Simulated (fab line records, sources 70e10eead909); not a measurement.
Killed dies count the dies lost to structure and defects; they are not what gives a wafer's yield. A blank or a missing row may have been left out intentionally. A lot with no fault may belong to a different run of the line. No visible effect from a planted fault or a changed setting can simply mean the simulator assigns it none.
Chamber matching :: flow nand harc :: NHARC_A_STAIRCASE_DEP_301 on pecvd-03 has 3 sister chambers
The step deposits SiON, target thk 30 nm. 3 wafers are shown with their chamber, then 7 later ones without.

WAFERS WITH THEIR CHAMBER
wafer: L704.3
chamber: 0
heater power w (W): 759

wafer: L708.3
chamber: 2
heater power w (W): 625

wafer: L708.4
chamber: 1
heater power w (W): 797

WAFERS MISSING THEIR CHAMBER
wafer: L708.5
heater power w (W): 720

wafer: L711.1
heater power w (W): 835

wafer: L711.3
heater power w (W): 779

wafer: L711.4
heater power w (W): 844

wafer: L712.1
heater power w (W): 582

wafer: L712.3
heater power w (W): 807

wafer: L712.4
heater power w (W): 824

EACH ONE'S CHAMBER
wafer: L708.5
from the rows above: can't be placed: 0 or 1 or 2
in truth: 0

wafer: L711.1
from the rows above: can't be placed: 1 or 0
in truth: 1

wafer: L711.3
from the rows above: can't be placed: 1 or 0
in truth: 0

wafer: L711.4
from the rows above: can't be placed: 1 or 0
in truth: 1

wafer: L712.1
from the rows above: 2
in truth: 2

wafer: L712.3
from the rows above: can't be placed: 1 or 0
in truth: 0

wafer: L712.4
from the rows above: can't be placed: 1 or 0
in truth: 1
Placed correctly: 1 of 7. Cannot be placed on the basis of these rows: 6; the candidates contain the true chamber in 6. Number placed wrongly: 0.
How it was worked out, from the rows above alone: a wafer's distance from a chamber is the root of the sum, over the readings, of the square of ((its reading less the chamber's mean) divided by the reading's scatter). The wafer belongs to the nearest chamber; if the next one is less than 2 further off, it can't be placed. For every chamber, the mean is computed from those of its wafers that are shown. The scatter: root of mean squared gap, hidden wafer to nearest shown wafer, with one shown wafer a chamber.
